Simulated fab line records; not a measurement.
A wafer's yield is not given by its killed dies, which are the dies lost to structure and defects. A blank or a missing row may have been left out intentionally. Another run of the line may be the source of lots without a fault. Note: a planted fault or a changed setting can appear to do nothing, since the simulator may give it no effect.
What tool caused it? + flow n5_finfet + at 1 step of a route of 1938, 11 lots with 31 wafers sampled

== WHAT THE GAUGES SHOWED, per wafer ==
N5_HKMG_FIN_OVL_MEAS_13.
| lot  | measured    | on         | NWFM_OVL (nm)  |
|------|-------------|------------|----------------|
| L745 | day 4 04:31 | overlay-01 | 0.0 -0.5 0.4   |
| L748 | day 4 23:56 | overlay-01 | 0.2 0.5 -0.3   |
| L749 | day 5 04:19 | overlay-01 | -0.5 -0.8 0.1  |
| L750 | day 5 13:50 | overlay-02 | -1.3 -1.1 -1.0 |
| L751 | day 5 14:49 | overlay-02 | -0.5 0.0       |
| L752 | day 6 00:12 | overlay-02 | -0.4 -0.5      |
| L757 | day 7 04:59 | overlay-02 | -0.5 -2.0 -1.2 |
| L761 | day 8 03:19 | overlay-02 | -0.6 -0.1 -0.9 |
| L763 | day 8 13:23 | overlay-02 | 0.7 -1.2 0.6   |
| L766 | day 9 10:52 | overlay-01 | -0.4 0.0 -0.8  |
| L767 | day 9 14:33 | overlay-02 | -1.4 -2.7 -1.4 |

== WHICH TOOL RAN EACH LOT (tool, then ch and the chambers of the sampled wafers, then the start) ==
Record: no process step prior to these readings.

== AS READ BY THE TOOLS THEMSELVES (means over the sampled wafers that have a number; for cases with no such wafer, the mark the record gives instead) ==
The record holds no such reading with a usual standard deviation.

== THE ANSWER, worked out from the rows above alone ==
Rule: the usual values come from the lots themselves. Put in order of their means at a reading, lots are off if they are a third of the lots or fewer, leave a main group of 4 or more, and stand apart from it by a gap of 3 or more times the standard deviation of the main group's means; of several such gaps the widest counts. The tables above print the reading to a certain number of digits; a main group whose means all agree to those digits is not used. A lot without any number at a reading at which 4 lots or more have one is off too. The other lots that the step has rows for count as sound. The gauges are gone through in route order, then the tools' own readings, and for those a lot's mean is taken as printed above. The first step at which some lot is off is used, and at that step the reading that is off furthest; a lot without a number counts as furthest.
Nothing can be told from this: no lot is off at any reading shown.

== WHAT WAS PUT IN BY THE SIMULATOR ==
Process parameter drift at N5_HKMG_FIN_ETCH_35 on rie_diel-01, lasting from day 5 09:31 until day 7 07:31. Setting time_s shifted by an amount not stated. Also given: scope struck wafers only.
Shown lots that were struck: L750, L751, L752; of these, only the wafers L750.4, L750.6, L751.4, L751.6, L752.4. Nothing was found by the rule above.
